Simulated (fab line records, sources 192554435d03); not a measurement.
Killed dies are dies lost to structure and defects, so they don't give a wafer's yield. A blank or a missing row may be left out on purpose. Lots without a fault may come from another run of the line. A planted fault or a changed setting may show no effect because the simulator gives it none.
Chamber matching | flow n5_finfet | N5_MOL_CONTACT_COAG_ETCHBACK_134 on rie_diel-06: 4 sister chambers
The step etches SiO2 in CHF3, target depth 10 nm, time 6.7 s. 16 wafers are shown with their chamber, then 8 later ones without.

WAFERS WITH THEIR CHAMBER
wafer  | chamber | showerhead_plenum_p_Torr (Torr) | oes_product_au (a.u.) | rf_vpp_V (V)
L080.1 | 2       | 2.34                            | 0.87                  | 523
L080.4 | 0       | 2.37                            | 0.72                  | 522
L080.6 | 3       | 2.35                            | 0.73                  | 517
L082.2 | 1       | 2.43                            | 0.93                  | 525
L082.3 | 2       | 2.34                            | 0.87                  | 522
L082.6 | 2       | 2.34                            | 0.87                  | 523
L086.2 | 3       | 2.35                            | 0.72                  | 518
L086.3 | 2       | 2.33                            | 0.85                  | 524
L086.5 | 3       | 2.35                            | 0.71                  | 518
L087.2 | 2       | 2.33                            | 0.86                  | 523
L087.3 | 3       | 2.35                            | 0.71                  | 518
L087.6 | 3       | 2.35                            | 0.72                  | 517
L090.2 | 2       | 2.33                            | 0.85                  | 523
L090.5 | 3       | 2.35                            | 0.70                  | 517
L090.6 | 0       | 2.36                            | 0.71                  | 523
L093.3 | 1       | 2.43                            | 0.88                  | 524

SIGNATURES (means of the wafers above)
reading                  | chamber 0 | chamber 1 | chamber 2 | chamber 3 | scatter within a chamber
showerhead_plenum_p_Torr | 2.3650    | 2.4300    | 2.3350    | 2.3500    | 0.00408
oes_product_au           | 0.7150    | 0.9050    | 0.8617    | 0.7150    | 0.0139
rf_vpp_V                 | 522.50    | 524.50    | 523.00    | 517.50    | 0.612
Rule: a wafer's distance from a chamber is the root of the sum, over the readings, of the square of ((its reading less the chamber's mean) divided by the reading's scatter). The wafer belongs to the nearest chamber; if the next one is less than 2 further off, it can't be placed. The scatter: the root of (the sum of the squares of (reading less its chamber's mean) over the shown wafers, divided by (wafers less chambers)).

WAFERS WITHOUT THEIR CHAMBER
wafer  | showerhead_plenum_p_Torr (Torr) | oes_product_au (a.u.) | rf_vpp_V (V)
L093.4 | 2.32                            | 0.83                  | 521
L093.6 | 2.32                            | 0.82                  | 524
L094.1 | 2.32                            | 0.83                  | 523
L094.2 | 2.34                            | 0.70                  | 516
L094.6 | 2.36                            | 0.69                  | 521
L097.1 | 2.42                            | 0.87                  | 522
L097.2 | 2.32                            | 0.82                  | 523
L097.5 | 2.32                            | 0.82                  | 521

WHICH CHAMBER EACH WENT THROUGH
wafer  | from the rows above | in truth
L093.4 | 2                   | 2
L093.6 | 2                   | 2
L094.1 | 2                   | 2
L094.2 | 3                   | 3
L094.6 | 0                   | 0
L097.1 | 1                   | 1
L097.2 | 2                   | 2
L097.5 | 2                   | 2
Placed correctly: 8 of 8. Can't be placed from these rows: 0. Placed wrongly: 0.
